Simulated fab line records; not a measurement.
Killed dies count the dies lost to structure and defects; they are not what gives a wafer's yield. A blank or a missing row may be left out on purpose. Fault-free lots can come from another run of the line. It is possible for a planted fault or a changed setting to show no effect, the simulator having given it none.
8D (eight disciplines) problem report, filled in by code + flow n5_finfet + the parts of the form that need people (team, actions taken, sign-off) are left out

== 1. THE PROBLEM ==
Mean of spin_speed_rpm at N5_WELL_APT_COAT_02: 1442.4 rpm across 6 wafers in 2 lots; on wafers with no fault it is 1357.0 rpm (standard deviation 1.1). That puts it +78 standard deviations away from the usual mean.
The step: resist thk 950 nm.
The first sign was on wafer L270.3 at day 4 13:25, on litho_track-01. The record holds 18 wafers of 6 lots with a number at this step. By rule, "out" or "out of limits" means more than 4 standard deviations away from the usual mean. The rest of the wafers with a number are treated as sound.

== 2. WHAT IT IS, WHAT IT ISN'T ==
| question                    | is                     | is not                                                             |
|-----------------------------|------------------------|--------------------------------------------------------------------|
| which readings at this step | spin_speed_rpm         | resist_line_temp_C                                                 |
| which lots                  | L270, L275             | L260, L263, L267, L271                                             |
| which wafers of those lots  | all that have a number | -                                                                  |
| read on which tools         | litho_track-01         | litho_track-03, litho_track-05                                     |
| when                        | from day 4 13:25       | up to then (9 sound wafers); but 3 sound wafers of L271 came after |

== 3. SUSPECTS, AND WHAT RULES EACH OUT ==
Counting: a tool stays on the suspect list if, at a process step up to the reading, it processed all lots that are out and no sound lot following the first of them.
- rie_si-03 at N5_ZERO_LAYER_ETCH_18 (etches Si in HBr/Cl2, target depth 120 nm, time 40 s): kept. Every lot that is out went through it, starting with L270 (day 4 12:55), and after that it ran no sound lot; the last sound lot it ran before then is L267 (day 3 18:53).
- litho_track-01 at N5_WELL_APT_COAT_02 (resist thk 950 nm): kept. Every lot that is out went through it, starting with L270 (day 4 13:25), and after that it ran no sound lot; the last sound lot it ran before then is L263 (day 2 19:25). On those wafers its own readings are out: spin_speed_rpm.
What counting leaves: rie_si-03 at N5_ZERO_LAYER_ETCH_18 and litho_track-01 at N5_WELL_APT_COAT_02.

== 4. THE CAUSE (what the simulator had put in) ==
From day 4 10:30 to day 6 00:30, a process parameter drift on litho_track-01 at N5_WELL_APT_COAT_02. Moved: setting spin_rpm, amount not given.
This tool is one of the 2 suspects left after counting.

== 5. SEQUENCE OF EFFECTS, ordered by route ==
Each row: a reading where the mean over the struck wafers with a number is more than 3 standard deviations away from the usual. Readings are gone through only where the record gives a usual standard deviation; hours: the median, over the lots, of the time from a lot's start at the first step in this table giving one to that lot's start at this step; sigmas: the change measured in usual standard deviations.
| hours | step                | reading        | usual      | on struck wafers | change | sigmas |
|-------|---------------------|----------------|------------|------------------|--------|--------|
| 0     | N5_WELL_APT_COAT_02 | spin_speed_rpm | 1357.0 rpm | 1442.4           | +85.4  | +78    |
The process steps in it:
- N5_WELL_APT_COAT_02: resist thk 950 nm.
Later measuring or inspecting steps at which every struck wafer that the step has a row for has a number for every such reading, and none has moved that far: N5_WELL_APT_CD_MEAS_08, N5_WELL_APT_OVL_MEAS_09, N5_WELL_APT_INSPECT_10, N5_BEOL_M4_RC_MEAS_101.

== 6. WHAT WOULD HAVE CAUGHT IT SOONER ==
3 hours passed between the start of the fault at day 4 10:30 and the first reading out of limits in this record, taken at day 4 13:25.
